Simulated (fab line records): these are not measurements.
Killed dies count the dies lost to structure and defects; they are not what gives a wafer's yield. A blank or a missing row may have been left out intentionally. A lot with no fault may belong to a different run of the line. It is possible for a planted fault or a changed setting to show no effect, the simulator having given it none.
fab line records -- flow n5Finfet -- part 2 of 2: steps 31 to 35 of 35
record: lots: 5, wafers: 15, lastDay: 18
route steps=1938 shown WELL_APT@37 PMOS_HMC_CHANNEL_EPI@57
lots untouched by any fault: they come from a run of this same line in which no faults occurred
startH: hours from the record's opening day to when the first of the lot's shown wafers began -- waitH: hours from the lot's prior step to this one -- " repeats the value in the row above -- L1.1+2: several wafers, shown together as one row -- - either no value or no given start -- * or withheld: withheld -- < > ~ a bound
route shown NAME@n: a module of which the file shows steps, and the number in the route of the first -- usual: mean/standard deviation taken from wafers without a fault -- same: alike in all rows -- chamber/n: place in a boat -- sites: each site's reading -- _std_site: their standard deviation -- _edge_site: outer sites' mean less inner sites' -- radiusMm: how far each site lies from the wafer's centre -- mask NAME#n: copy n -- behind: the tool/chamber that last shaped the wafer -- hold: why the lot went on hold/how many hours it stayed there/how the hold came to an end -- device: names the non-switching transistor (n, p or np) -- end of line: the tests these same wafers got at the end of their route -- a step with no rows: only its recipe -- killed: dies that structure and defects cost at the first sort, which is not the same as the wafer's yield -- map: the dies of a wafer, with x for killed, . for not killed, _ for no die there
set.NAME: the run value of the setting; set.NAME@STEP: its run value at that earlier step -- model.NAME: the simulator's own value behind a step, which no gauge read
lots seen at some steps along the route; tables by step, rows by wafer
services: when a tool's chamber went out of use (startH, in hours from the record's first day, below 0 if earlier), for how many hours, and the reason
== steps ==
step: N5_PMOS_HMC_CHANNEL_EPI_INSPECT_11
recipe: mode: adi, inspectInstrument: macro
usual: rawDefectCount: 2.0/1.5
lot.wafer,tool,chamber,startH,waitH,rawDefectCount
L079.1,defectInspect-02,-,47.37,0.0,3
L079.3,defectInspect-02,-,47.37,0.0,1
L079.5,defectInspect-02,-,47.37,0.0,1
L080.3,defectInspect-02,-,53.20,0.0,1
L080.4,defectInspect-02,-,53.20,0.0,1
L080.5,defectInspect-02,-,53.20,0.0,3
L084.2,defectInspect-02,-,77.24,0.0,5
L084.3,defectInspect-02,-,77.24,0.0,3
L084.5,defectInspect-02,-,77.24,0.0,3
L087.3,defectInspect-01,-,95.10,0.0,2
L087.4,defectInspect-01,-,95.10,0.0,0
L087.5,defectInspect-01,-,95.10,0.0,1
L092.1,defectInspect-01,-,125.16,0.0,0
L092.2,defectInspect-01,-,125.16,0.0,3
L092.3,defectInspect-01,-,125.16,0.0,1
step: N5_PMOS_HMC_CHANNEL_EPI_DESCUM_14
recipe: chemistry: O2, timeS: 7.9, sourcePowerW: 50, biasPowerW: 20, pressureMtorr: 20, rfFrequencyHz: 2.712e+07, tempC: 40, resist: CAR-ArF-block, o2FlowSccm: 225
usual: chamberPressureMTorr: 20.002/0.019, drypumpMotorCurrentA: 5.6/0.33, oesProductAu: 0.77/0.066, rfVppV: 243.0/1.3, showerheadPlenumPTorr: 2.09/0.069, throttleValvePct: 20.65/0.22
lot.wafer,tool,chamber,startH,waitH,chamberPressureMTorr,drypumpMotorCurrentA,oesProductAu,rfHoursCounterH,rfVppV,showerheadPlenumPTorr,throttleValvePct
L079.1,rieDiel-03,3,47.47,0.1,20.007,5.4,0.78,156,243.5,2.11,20.87
L079.3,rieDiel-03,2,47.47,0.1,20.025,5.3,0.80,103,242.7,2.11,20.71
L079.5,rieDiel-03,0,47.47,0.1,19.975,5.4,0.78,-,243.3,2.11,20.54
L080.3,rieDiel-03,0,53.23,0.0,19.995,5.4,0.78,142,241.8,2.11,20.56
L080.4,rieDiel-03,2,53.23,0.0,19.990,5.3,0.81,105,242.1,2.11,20.72
L080.5,rieDiel-03,3,53.23,0.0,20.006,5.4,0.77,-,242.6,2.11,20.90
L084.2,rieDiel-03,3,77.41,0.2,19.981,5.5,0.78,164,242.6,2.11,20.89
L084.3,rieDiel-03,2,77.41,0.2,20.018,5.4,0.78,111,243.9,2.11,20.71
L084.5,rieDiel-03,2,77.41,0.2,20.020,5.4,0.79,-,242.5,2.11,20.72
L087.3,rieDiel-02,2,95.13,0.0,19.999,5.6,0.73,168,243.9,2.06,20.55
L087.4,rieDiel-02,0,95.13,0.0,19.984,5.8,0.91,26,241.0,2.06,20.02
L087.5,rieDiel-02,0,95.13,0.0,20.003,5.8,0.90,-,243.0,2.06,20.03
L092.1,rieDiel-02,3,125.57,0.4,20.021,5.0,1.00,3,244.7,2.26,20.59
L092.2,rieDiel-02,0,125.57,0.4,19.977,5.8,0.88,37,241.9,2.06,20.06
L092.3,rieDiel-02,2,125.57,0.4,20.032,5.6,0.73,179,241.1,2.06,20.58
step: N5_PMOS_HMC_CHANNEL_EPI_ETCH_32
recipe: chemistry: N2/H2, target: BARC, stopOn: SiO2, targetDepthA: 858, overEtchFrac: 0.3, timeS: 50.3, ionEnergyEv: 200, maskMaterial: CAR-ArF-block, pressureMtorr: 30, sourceW: 840, biasW: 150, n2FlowSccm: 200, h2FlowSccm: 200
usual: chamberPressureMTorr: 30.000/0.026, drypumpMotorCurrentA: 5.6/0.33, oesProductAu: 0.66/0.054, rfVppV: 523.5/2.3, showerheadPlenumPTorr: 2.53/0.08, throttleValvePct: 18.10/0.2
lot.wafer,tool,chamber,startH,waitH,chamberPressureMTorr,drypumpMotorCurrentA,oesProductAu,rfHoursCounterH,rfVppV,showerheadPlenumPTorr,throttleValvePct
L079.1,rieDiel-03,3,47.50,0.0,30.029,5.5,0.66,156,524.0,2.53,18.19
L079.3,rieDiel-03,2,47.50,0.0,30.002,5.4,0.68,103,522.9,2.55,17.97
L079.5,rieDiel-03,0,47.50,0.0,30.027,5.4,0.66,-,525.1,2.56,18.09
L080.3,rieDiel-03,0,53.26,0.0,30.019,5.4,0.66,142,523.6,2.56,18.09
L080.4,rieDiel-03,2,53.26,0.0,30.006,5.3,0.68,105,523.2,2.54,17.97
L080.5,rieDiel-03,3,53.26,0.0,29.985,5.5,0.66,-,524.8,2.53,18.20
L084.2,rieDiel-03,3,77.45,0.0,29.956,5.5,0.66,164,524.2,2.53,18.22
L084.3,rieDiel-03,2,77.45,0.0,29.941,5.4,0.68,111,522.8,2.54,17.99
L084.5,rieDiel-03,2,77.45,0.0,29.994,5.3,0.67,-,524.0,2.54,18.00
L087.3,rieDiel-02,2,95.17,0.0,30.030,5.6,0.63,168,522.4,2.53,18.14
L087.4,rieDiel-02,0,95.17,0.0,29.982,5.8,0.77,26,522.4,2.50,17.49
L087.5,rieDiel-02,0,95.17,0.0,29.994,5.8,0.77,-,523.4,2.50,17.47
L092.1,rieDiel-02,3,125.60,0.0,30.016,5.0,0.85,3,527.3,2.71,17.83
L092.2,rieDiel-02,0,125.60,0.0,29.967,5.8,0.76,37,523.0,2.50,17.52
L092.3,rieDiel-02,2,125.60,0.0,30.011,5.7,0.62,179,524.8,2.53,18.17
step: N5_PMOS_HMC_CHANNEL_EPI_HM_OPEN_15
recipe: chemistry: CHF3/O2, target: SiO2, maskMaterial: CAR-ArF-block, targetDepthA: 406, CHF3_flow_sccm: 50, O2_flow_sccm: 5, Ar_flow_sccm: 200, timeS: 20.3, pressureMtorr: 30, sourceW: 650, biasW: 170, ionEnergyEv: 200
usual: chamberPressureMTorr: 29.999/0.025, drypumpMotorCurrentA: 5.6/0.33, oesProductAu: 0.77/0.064, rfVppV: 525/7.5, showerheadPlenumPTorr: 2.40/0.074, throttleValvePct: 19.09/0.21
lot.wafer,tool,chamber,startH,waitH,chamberPressureMTorr,drypumpMotorCurrentA,oesProductAu,rfHoursCounterH,rfVppV,showerheadPlenumPTorr,throttleValvePct
L079.1,rieDiel-03,3,47.55,0.0,30.041,5.5,0.78,156,517,2.41,19.22
L079.3,rieDiel-03,2,47.55,0.0,29.978,5.3,0.81,104,523,2.42,19.13
L079.5,rieDiel-03,0,47.55,0.0,30.019,5.4,0.78,-,531,2.43,18.97
L080.3,rieDiel-03,0,53.30,0.0,30.060,5.4,0.78,142,531,2.43,18.98
L080.4,rieDiel-03,2,53.30,0.0,29.999,5.3,0.79,106,521,2.42,19.12
L080.5,rieDiel-03,3,53.30,0.0,29.992,5.5,0.76,-,515,2.41,19.20
L084.2,rieDiel-03,3,77.49,0.0,29.985,5.5,0.76,164,515,2.41,19.22
L084.3,rieDiel-03,2,77.49,0.0,29.955,5.3,0.80,111,521,2.41,19.12
L084.5,rieDiel-03,2,77.49,0.0,29.981,5.3,0.79,-,522,2.41,19.14
L087.3,rieDiel-02,2,95.21,0.0,30.013,5.7,0.74,168,507,2.41,19.20
L087.4,rieDiel-02,0,95.21,0.0,30.026,5.8,0.90,26,527,2.36,18.46
L087.5,rieDiel-02,0,95.21,0.0,29.961,5.8,0.90,-,526,2.36,18.46
L092.1,rieDiel-02,3,125.65,0.0,30.029,5.0,1.02,3,537,2.58,19.00
L092.2,rieDiel-02,0,125.65,0.0,30.037,5.8,0.87,37,528,2.36,18.48
L092.3,rieDiel-02,2,125.65,0.0,30.056,5.6,0.73,179,509,2.40,19.21
step: N5_PMOS_HMC_CHANNEL_EPI_STRIP_33
recipe: chemistry: N2/H2, powerW: 500, tempC: 40, pressureMtorr: 50, rfFrequencyHz: 6e+07, overashFraction: 0.3, biasPowerW: 8, h2Frac: 0.5, n2FlowSccm: 300, h2FlowSccm: 300
usual: chamberPressureMTorr: 49.99/0.091, drypumpMotorCurrentA: 5.6/0.33, oesProductAu: 0.77/0.065, rfVppV: 54.2/1.7, showerheadPlenumPTorr: 3.34/0.1, throttleValvePct: 19.18/0.29
lot.wafer,tool,chamber,startH,waitH,chamberPressureMTorr,drypumpMotorCurrentA,oesProductAu,rfHoursCounterH,rfVppV,showerheadPlenumPTorr,throttleValvePct
L079.1,rieDiel-03,3,47.60,0.0,50.09,5.5,0.77,156,53.5,3.34,19.45
L079.3,rieDiel-03,2,47.60,0.0,50.04,5.3,0.80,104,57.3,3.36,18.82
L079.5,rieDiel-03,0,47.60,0.0,50.02,5.5,0.78,-,54.0,3.38,19.45
L080.3,rieDiel-03,0,53.36,0.0,50.11,5.5,0.78,142,55.4,3.38,19.50
L080.4,rieDiel-03,2,53.36,0.0,49.81,5.3,0.79,106,54.1,3.36,18.76
L080.5,rieDiel-03,3,53.36,0.0,50.03,5.5,0.77,-,51.7,3.34,19.42
L084.2,rieDiel-03,3,77.55,0.0,50.05,5.5,0.77,164,54.2,3.34,19.44
L084.3,rieDiel-03,2,77.55,0.0,50.09,5.3,0.78,111,52.7,3.36,18.80
L084.5,rieDiel-03,2,77.55,0.0,49.90,5.4,0.79,-,51.8,3.36,18.80
L087.3,rieDiel-02,2,95.26,0.0,50.04,5.7,0.73,168,54.9,3.35,19.18
L087.4,rieDiel-02,0,95.26,0.0,49.87,5.8,0.90,26,51.2,3.31,18.62
L087.5,rieDiel-02,0,95.26,0.0,50.01,5.8,0.89,-,54.1,3.31,18.59
L092.1,rieDiel-02,3,125.70,0.0,49.96,5.1,1.01,3,55.3,3.57,18.83
L092.2,rieDiel-02,0,125.70,0.0,49.93,5.8,0.87,37,54.1,3.30,18.61
L092.3,rieDiel-02,2,125.70,0.0,50.19,5.7,0.74,179,56.4,3.34,19.17
== services ==
tool,chamber,startH,hours,kind
implanter-02,-,24.15,4.1,pm
rieDiel-05,1,25.53,12.9,repair
krfScanner-02,-,26.64,21.0,pm
pecvd-02,0,29.58,9.6,repair
epiRpcvd-03,-,33.40,14.6,pm
rieDiel-05,2,33.92,5.1,repair
rieDiel-05,3,34.05,15.0,repair
rieDiel-03,3,40.81,3.0,repair
krfScanner-01,-,45.80,4.3,repair
arfiScanner-03,-,46.15,1.0,pm
pecvd-04,0,49.43,5.7,repair
rieDiel-05,1,51.58,5.4,repair
implanter-02,-,55.86,3.1,pm
rieDiel-03,2,73.79,3.4,repair
arfiScanner-03,-,86.15,0.6,repair
rieDiel-05,3,87.35,1.4,repair
rieDiel-02,2,88.89,6.0,repair
rieDiel-03,0,96.09,2.1,repair
krfScanner-01,-,100.39,0.4,repair
arfiScanner-03,-,105.09,1.3,pm
krfScanner-01,-,107.01,1.0,pm
implanter-02,-,107.23,4.5,pm
arfiScanner-03,-,121.24,0.8,pm
rieDiel-03,1,123.37,2.8,repair
